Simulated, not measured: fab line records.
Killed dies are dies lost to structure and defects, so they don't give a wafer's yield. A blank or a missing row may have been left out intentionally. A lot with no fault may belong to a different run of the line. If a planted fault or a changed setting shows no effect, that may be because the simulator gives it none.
Which tool is to blame? || flow nand harc || 6 lots, 18 wafers sampled, at 2 steps of a route of 1159

== WHAT THE GAUGES SHOWED, per wafer ==
NHARC_A_SLIT_CD_MEAS_09: target cd 300 nm.
{"lot": "L965", "measured": "day 14 18:29", "on": "cd sem-02", "cd nm (nm)": "300.1 300.3 300.5"}
{"lot": "L973", "measured": "day 17 02:16", "on": "cd sem-03", "cd nm (nm)": "300.2 299.8 299.8"}
{"lot": "L980", "measured": "day 18 08:24", "on": "cd sem-03", "cd nm (nm)": "299.4 299.6 300.0"}
{"lot": "L978", "measured": "day 19 02:50", "on": "cd sem-01", "cd nm (nm)": "300.6 300.5 300.2"}
{"lot": "L983", "measured": "day 19 06:37", "on": "cd sem-01", "cd nm (nm)": "300.2 300.4 300.0"}
{"lot": "L984", "measured": "day 19 22:18", "on": "cd sem-03", "cd nm (nm)": "300.4 299.0 300.6"}

== WHAT TOOL EACH LOT RAN ON (gives the tool, then ch and the chambers of the sampled wafers, and finally the start) ==
{"lot": "L965", "NHARC_A_SGD_CUT_ETCH_58": "rie diel-13 ch 0,2, day 14 09:58"}
{"lot": "L973", "NHARC_A_SGD_CUT_ETCH_58": "rie diel-12 ch 0,2, day 16 14:34"}
{"lot": "L980", "NHARC_A_SGD_CUT_ETCH_58": "rie diel-12 ch 0,1,2, day 17 17:49"}
{"lot": "L978", "NHARC_A_SGD_CUT_ETCH_58": "rie diel-13 ch 1,2,3, day 18 16:02"}
{"lot": "L983", "NHARC_A_SGD_CUT_ETCH_58": "rie diel-12 ch 0,1,3, day 18 20:49"}
{"lot": "L984", "NHARC_A_SGD_CUT_ETCH_58": "rie diel-12 ch 0,1,3, day 19 11:26"}
- NHARC_A_SGD_CUT_ETCH_58: etches the open film in CF4, target depth 39 nm, time 65 s.

== THE ANSWER, worked out from the rows above alone ==
Rule: the lots themselves supply what counts as usual. Put in order of their means at a reading, lots are off if they are a third of the lots or fewer, leave a main group of 4 or more, and stand apart from it by a gap of 3 or more times the standard deviation of the main group's means; of several such gaps the widest counts. The tables above print the reading to a certain number of digits; a main group whose means all agree to those digits is not used. Also off: a lot with no number at a reading for which 4 or more lots have one. The other lots that the step has rows for count as sound.
No lot is off on any of the readings shown, so nothing can be concluded from this.

== WHAT THE SIMULATOR HAD PUT IN ==
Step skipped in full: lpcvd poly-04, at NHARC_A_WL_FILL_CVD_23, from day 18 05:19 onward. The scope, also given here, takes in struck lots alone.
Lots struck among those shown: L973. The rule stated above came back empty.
